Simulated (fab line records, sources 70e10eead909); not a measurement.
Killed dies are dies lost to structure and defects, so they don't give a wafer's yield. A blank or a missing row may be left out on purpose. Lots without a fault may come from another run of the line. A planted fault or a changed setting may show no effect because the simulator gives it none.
A struck lot beside a sound one | flow nand_harc | 14 steps out of a route of 1302
Sound: wafers L149.3, L149.4, L149.6. Struck: wafers L157.1, L157.3, L157.6. The cause comes at the end.
At each step with rows: each side's tool, then ch and its chambers, then its first start. Under that, the readings that differ: sound wafers | struck wafers | difference of the means | sigmas: that difference in standard deviations of wafers without a fault.
alike: readings whose means differ by less than 2 such deviations, and words and numbers that are the same on both sides. not compared: withheld readings, readings that some wafer has no value for, bounds like >300 that may hide the same value, and numbers for which the record gives no deviation and whose values overlap.
The two part at a step that has a row with sigmas, a row that says differs or no value, or rows on one side only. Numbers that don't overlap but have no deviation are shown without sigmas and don't part them. A reading that every wafer of one side lacks parts them only if that side has two wafers or more.

NHARC_A_ONON_D2_INSPECT_32:
  sound on defect_inspect-01, day 15 20:55; struck on defect_inspect-01, day 19 13:59
  alike: raw_defect_count
NHARC_A_CHANNEL_HOLE_D2_DEP_00: deposits aC, target thk 3100 nm.
  sound on acl_dep-03 ch 0, day 15 21:36; struck on acl_dep-03 ch 0, day 19 15:02
  alike: throttle_valve_pct
NHARC_A_CHANNEL_HOLE_D2_DEP_01: deposits SiON, target thk 140 nm.
  sound on pecvd-01 ch 0,1,2, day 15 22:53; struck on pecvd-04 ch 1,2, day 19 16:59
  alike: chamber_pressure_Torr, heater_power_w
then, 9 steps without rows for these wafers: NHARC_A_CHANNEL_HOLE_D2_DEHYDRATE_02 (time 120 s); NHARC_A_CHANNEL_HOLE_D2_HMDS_03 (time 30 s); NHARC_A_CHANNEL_HOLE_D2_COAT_36 (time 75 s); NHARC_A_CHANNEL_HOLE_D2_COAT_37 (time 65 s); NHARC_A_CHANNEL_HOLE_D2_COAT_04 (resist thk 90 nm); NHARC_A_CHANNEL_HOLE_D2_SOFTBAKE_05 (time 55 s); NHARC_A_CHANNEL_HOLE_D2_EBR_06; NHARC_A_CHANNEL_HOLE_D2_EXPOSE_07 (exposes mask HOLE D2, target cd 100 nm); NHARC_A_CHANNEL_HOLE_D2_PEB_08 (peb time 65 s).
NHARC_A_CHANNEL_HOLE_D2_DEVELOP_09: develop time 35 s.
  sound on litho_track-01 ch 0, day 15 23:00; struck on litho_track-01, day 19 17:00
  no value came back on the struck wafers for chill_plate_temp_C (C), develop_time_s (s), developer_temp_C (C), exhaust_pa (Pa); on the sound wafers chill_plate_temp_C (C) reads 23.07 23.04 22.86
NHARC_A_CHANNEL_HOLE_D2_CD_MEAS_10: target cd 100 nm.
  sound on cd_sem-01 ch 0, day 15 23:37; struck on cd_sem-03 ch 0, day 19 17:35
  reading    | sound            | struck | difference                    | sigmas
  cd_nm (nm) | 100.2 101.3 99.4 | - - -  | no value on the struck wafers |

WHERE THEY PART
First at NHARC_A_CHANNEL_HOLE_D2_DEVELOP_09; last, within this record, at NHARC_A_CHANNEL_HOLE_D2_CD_MEAS_10.

WHY: what the simulator had put in
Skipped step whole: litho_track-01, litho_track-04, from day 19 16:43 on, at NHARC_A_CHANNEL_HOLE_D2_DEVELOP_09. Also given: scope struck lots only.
